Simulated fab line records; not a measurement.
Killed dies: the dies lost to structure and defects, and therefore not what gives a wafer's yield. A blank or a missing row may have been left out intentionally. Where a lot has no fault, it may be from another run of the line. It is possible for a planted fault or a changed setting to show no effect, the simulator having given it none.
Which tool did it? -- flow n5_finfet -- 10 lots, 30 wafers sampled, at 5 steps of a route of 1938

WHAT THE GAUGES READ, wafer by wafer
N5_BEOL_M1_CD_MEAS_18: pitch 36 nm, target cd 18 nm. Usual: cd_nm 17.8 nm, standard deviation 0.32.
lot,measured,on,cd_nm (nm),flag
L778,day 6 19:04,cd_sem-02,17.6 17.6 18.1,
L780,day 7 06:59,cd_sem-01,18.5 17.6 17.9,
L781,day 7 14:56,cd_sem-01,17.5 18.1 18.0,
L782,day 7 21:55,cd_sem-02,17.6 18.1 17.8,
L783,day 7 22:58,cd_sem-01,17.7 18.8 17.9,
L793,day 10 17:41,cd_sem-02,17.4 17.4 17.4,
L794,day 10 21:24,cd_sem-02,18.2 18.2 18.0,
L795,day 11 00:01,cd_sem-03,17.6 18.1 18.0,
L797,day 11 16:11,cd_sem-02,17.4 17.7 17.5,
L792,day 12 00:14,cd_sem-02,18.0 17.8 17.6,

N5_BEOL_M1_OCD_MEAS_38. Usual: trench_depth_nm 54.9 nm, standard deviation 1.2.
lot,measured,on,trench_depth_nm (nm),flag
L778,day 6 21:01,ocd-01,55.3 53.6 56.8,
L780,day 7 10:55,ocd-02,53.8 56.8 55.3,
L781,day 7 16:42,ocd-02,55.1 54.7 54.8,
L782,day 8 03:35,ocd-01,54.7 53.7 55.3,
L783,day 8 11:01,ocd-02,56.2 56.4 55.4,
L793,day 10 19:24,ocd-01,55.8 56.9 56.6,
L794,day 10 22:40,ocd-02,53.4 54.0 52.3,
L795,day 11 05:38,ocd-01,56.2 55.1 56.2,
L797,day 11 18:33,ocd-02,54.5 54.4 53.8,
L792,day 12 09:58,ocd-02,57.2 57.0 54.7,

N5_BEOL_M4_RC_MEAS_101. Usual: DIBL_N 36.1 mV/V, standard deviation 1.6; DIBL_P 35.8 mV/V, standard deviation 2.1; IOFF_N 0.16 nA/um, standard deviation 0.031; IOFF_P 0.21 nA/um, standard deviation 0.034; ION_N 673 uA/um, standard deviation 12; ION_P 461 uA/um, standard deviation 7.2; SS_N 71.4 mV/dec, standard deviation 0.59; SS_P 73.3 mV/dec, standard deviation 0.63; VT_N 250 mV, standard deviation 3.1; VT_P -250 mV, standard deviation 3.3.
lot,measured,on,DIBL_N (mV/V),DIBL_P (mV/V),IOFF_N (nA/um),IOFF_P (nA/um),ION_N (uA/um),ION_P (uA/um),SS_N (mV/dec),SS_P (mV/dec),VT_N (mV),VT_P (mV),flag
L778,day 8 12:54,prober-02,34.4 36.0 36.2,35.0 36.9 36.9,0.13 0.16 0.16,0.17 0.21 0.20,658 686 670,451 467 457,70.6 71.6 71.4,73.4 73.6 73.9,253 250 250,-252 -251 -253,
L780,day 9 10:52,prober-01,39.2 37.8 38.8,40.4 38.3 38.2,0.20 0.17 0.19,0.27 0.25 0.24,688 676 675,470 465 461,71.9 71.4 72.3,74.5 74.2 73.5,246 248 252,-246 -245 -248,
L793,day 12 17:00,prober-01,36.2 35.7 38.9,36.4 36.7 39.9,0.15 0.14 0.20,0.20 0.20 0.25,669 673 676,461 465 463,70.9 71.5 72.4,73.8 73.3 74.3,250 251 246,-251 -250 -247,
L794,day 12 20:27,prober-01,34.9 34.4 35.2,34.4 33.1 34.6,0.14 0.12 0.13,0.20 0.17 0.20,658 654 660,457 450 454,71.2 70.5 71.1,72.8 72.2 73.1,252 254 251,-249 -253 -250,
L795,day 13 07:11,prober-02,35.3 37.0 37.0,34.9 37.4 35.8,0.15 0.18 0.18,0.23 0.26 0.23,667 670 675,470 470 465,71.1 71.5 71.3,73.2 73.6 73.6,253 247 249,-247 -247 -247,
L797,day 13 13:10,prober-02,33.8 39.8 37.5,31.7 39.0 36.7,0.11 0.26 0.18,0.18 0.31 0.27,650 699 690,464 474 471,70.8 71.7 71.7,71.4 73.9 73.3,253 241 244,-249 -241 -244,
L792,day 14 08:28,prober-01,36.0 35.1 37.1,35.9 33.0 36.0,0.17 0.16 0.18,0.24 0.19 0.23,672 687 669,463 470 461,71.7 71.0 71.3,73.3 72.7 73.4,250 248 246,-246 -250 -248,

WHICH TOOL RAN EACH LOT (tool, then ch and the chambers of the sampled wafers, then the start)
lot,N5_BEOL_M1_DESCUM_33,N5_BEOL_M1_STRIP_36
L778,"rie_diel-05 ch 1,2,3, day 6 19:39","rie_diel-05 ch 0,2,3, day 6 20:49"
L780,"rie_diel-05 ch 0,1,2, day 7 08:05","rie_diel-05 ch 0,2,3, day 7 10:43"
L781,"rie_diel-05 ch 0,1, day 7 15:40","rie_diel-05 ch 0,1, day 7 16:30"
L782,"rie_diel-05 ch 0,1,3, day 7 22:23","rie_diel-05 ch 0,1,3, day 8 03:24"
L783,"rie_diel-05 ch 0,1,2, day 7 23:35","rie_diel-05 ch 0,2, day 8 10:50"
L793,"rie_diel-06 ch 2,3, day 10 18:08","rie_diel-05 ch 1,2,3, day 10 19:12"
L794,"rie_diel-03 ch 0,1, day 10 21:50","rie_diel-03 ch 2,3, day 10 22:28"
L795,"rie_diel-03 ch 0,1,2, day 11 00:35","rie_diel-05 ch 0,3, day 11 05:27"
L797,"rie_diel-06 ch 2,3, day 11 16:38","rie_diel-05 ch 0,1, day 11 18:22"
L792,"rie_diel-05 ch 1,2, day 12 00:48","rie_diel-05 ch 1,2,3, day 12 09:46"
- N5_BEOL_M1_DESCUM_33: chemistry O2, time 7 s.
- N5_BEOL_M1_STRIP_36: strips in N2/H2.

AS READ BY THE TOOLS THEMSELVES (means over the sampled wafers that have a number; for cases with no such wafer, the mark the record gives instead)
N5_BEOL_M1_DESCUM_33. Usual: drypump_motor_current_A 5.7 A, standard deviation 0.53; oes_product_au 0.80 a.u., standard deviation 0.082; rf_vpp_V 243.3 V, standard deviation 1.5; showerhead_plenum_p_Torr 2.09 Torr, standard deviation 0.084; throttle_valve_pct 20.51 %, standard deviation 0.21.
lot,tool,drypump_motor_current_A (A),oes_product_au (a.u.),rf_vpp_V (V),showerhead_plenum_p_Torr (Torr),throttle_valve_pct (%),flag
L778,rie_diel-05,5.2,0.78,242.0,2.01,20.50,
L780,rie_diel-05,5.7,0.85,243.5,2.08,20.35,
L781,rie_diel-05,5.9,0.80,242.1,2.06,20.25,
L782,rie_diel-05,5.8,0.77,242.3,2.05,20.39,
L783,rie_diel-05,5.8,0.84,243.3,2.08,20.37,
L793,rie_diel-06,5.7,0.87,243.7,2.08,20.33,
L794,rie_diel-03,6.0,0.75,244.2,2.10,20.59,
L795,rie_diel-03,6.0,0.75,243.4,2.13,20.67,
L797,rie_diel-06,5.6,0.91,243.7,2.15,20.27,
L792,rie_diel-05,5.2,0.80,241.4,2.02,20.52,

N5_BEOL_M1_STRIP_36. Usual: bias_power_w 6.998 W (standard deviation 0.02); chamber_pressure_mTorr 20.00 mTorr (standard deviation 0.031); drypump_motor_current_A 5.8 A (standard deviation 0.59); oes_product_au 0.79 a.u. (standard deviation 0.072); rf_vpp_V 59.4 V (standard deviation 1.5); showerhead_plenum_p_Torr 2.54 Torr (standard deviation 0.098); throttle_valve_pct 23.7 % (standard deviation 0.32).
lot,tool,bias_power_w (W),chamber_pressure_mTorr (mTorr),drypump_motor_current_A (A),oes_product_au (a.u.),rf_vpp_V (V),showerhead_plenum_p_Torr (Torr),throttle_valve_pct (%),flag
L778,rie_diel-05,7.018,20.02,5.7,0.82,59.5,2.53,23.8,
L780,rie_diel-05,6.993,19.99,5.6,0.81,60.1,2.52,23.9,
L781,rie_diel-05,-,-,-,-,-,-,-,OFF
L782,rie_diel-05,-,-,-,-,-,-,-,OFF
L783,rie_diel-05,-,-,-,-,-,-,-,OFF
L793,rie_diel-05,6.988,19.99,5.2,0.85,59.6,2.54,23.7,
L794,rie_diel-03,6.989,19.99,5.8,0.72,59.1,2.55,23.7,
L795,rie_diel-05,7.009,19.98,5.7,0.89,59.7,2.69,23.5,
L797,rie_diel-05,7.003,20.01,6.3,0.79,60.5,2.57,23.4,
L792,rie_diel-05,6.999,20.05,5.2,0.84,59.2,2.54,23.8,

THE ANSWER, worked out from the rows above alone
Rule: a lot is off if the mean of its wafers that have a number lies more than 3 standard deviations from the usual mean. A lot without any number at a reading at which 4 lots or more have one is off too. The other lots that the step has rows for count as sound. After the gauges, taken in route order, come the tools' own readings; for these a lot's mean is taken, as printed above. At the first step where some lot is off, the reading lying furthest off is the one used; lots without a number count as furthest.
Off: L781, L782, L783 (N5_BEOL_M1_STRIP_36, bias_power_w). Without a number there: L781, L782, L783.
If a tool, at that step or one of the process steps before it, ran each lot that is off and ran no sound lot following the first of them, it fits. No candidate that was tried fits.

WHAT WAS PUT IN BY THE SIMULATOR
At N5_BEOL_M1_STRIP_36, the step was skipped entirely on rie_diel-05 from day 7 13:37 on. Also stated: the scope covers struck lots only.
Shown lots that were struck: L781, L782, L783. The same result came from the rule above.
